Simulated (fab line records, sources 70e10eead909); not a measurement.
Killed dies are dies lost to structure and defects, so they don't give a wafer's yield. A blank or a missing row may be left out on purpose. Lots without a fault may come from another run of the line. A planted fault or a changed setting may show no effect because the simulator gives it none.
Chamber matching | flow nand_harc | NHARC_A_CONTACT_ETCH_75 on rie_diel-01: 4 sister chambers
The step etches the open film in CF4, target depth 39 nm, time 65 s. 16 wafers are shown with their chamber, then 8 later ones without.

WAFERS WITH THEIR CHAMBER
wafer  | chamber | drypump_motor_current_A (A) | rf_vpp_V (V) | oes_product_au (a.u.)
L298.1 | 3       | 5.9                         | 149.7        | 1.005
L298.3 | 0       | 4.8                         | 153.5        | 0.998
L298.4 | 2       | 5.4                         | 149.7        | 1.003
L306.1 | 3       | 5.9                         | 151.1        | 1.010
L306.4 | 1       | 5.1                         | 150.1        | 0.999
L306.6 | 3       | 5.9                         | 149.4        | 1.001
L305.2 | 1       | 5.1                         | 150.4        | 0.992
L305.5 | 0       | 4.9                         | 151.5        | 1.003
L305.6 | 1       | 5.1                         | 151.0        | 1.006
L304.3 | 0       | 4.9                         | 152.4        | 1.000
L304.4 | 2       | 5.3                         | 149.4        | 0.992
L304.6 | 0       | 4.9                         | 152.8        | 1.000
L312.2 | 0       | 4.9                         | 152.4        | 1.006
L312.4 | 1       | 5.1                         | 150.6        | 0.999
L312.5 | 2       | 5.3                         | 151.0        | 1.001
L313.1 | 2       | 5.3                         | 149.9        | 1.005

SIGNATURES (means of the wafers above)
reading                 | chamber 0 | chamber 1 | chamber 2 | chamber 3 | scatter within a chamber
drypump_motor_current_A | 4.880     | 5.100     | 5.325     | 5.900     | 0.0359
rf_vpp_V                | 152.520   | 150.525   | 150.000   | 150.067   | 0.686
oes_product_au          | 1.00140   | 0.99900   | 1.00025   | 1.00533   | 0.0048
Rule: a wafer's distance from a chamber is the root of the sum, over the readings, of the square of ((its reading less the chamber's mean) divided by the reading's scatter). The wafer belongs to the nearest chamber; if the next one is less than 2 further off, it can't be placed. The scatter: the root of (the sum of the squares of (reading less its chamber's mean) over the shown wafers, divided by (wafers less chambers)).

WAFERS WITHOUT THEIR CHAMBER
wafer  | drypump_motor_current_A (A) | rf_vpp_V (V) | oes_product_au (a.u.)
L313.5 | 5.9                         | 151.2        | 1.014
L313.6 | 5.3                         | 150.6        | 1.005
L314.3 | 5.3                         | 150.4        | 1.005
L314.4 | 5.1                         | 149.6        | 0.996
L314.5 | 5.9                         | 151.1        | 1.003
L317.2 | 4.8                         | 151.0        | 1.002
L317.3 | 5.4                         | 149.1        | 0.998
L317.6 | 5.9                         | 150.3        | 0.993

WHICH CHAMBER EACH WENT THROUGH
wafer  | from the rows above | in truth
L313.5 | 3                   | 3
L313.6 | 2                   | 2
L314.3 | 2                   | 2
L314.4 | 1                   | 1
L314.5 | 3                   | 3
L317.2 | 0                   | 0
L317.3 | 2                   | 2
L317.6 | 3                   | 3
Placed correctly: 8 of 8. Can't be placed from these rows: 0. Placed wrongly: 0.
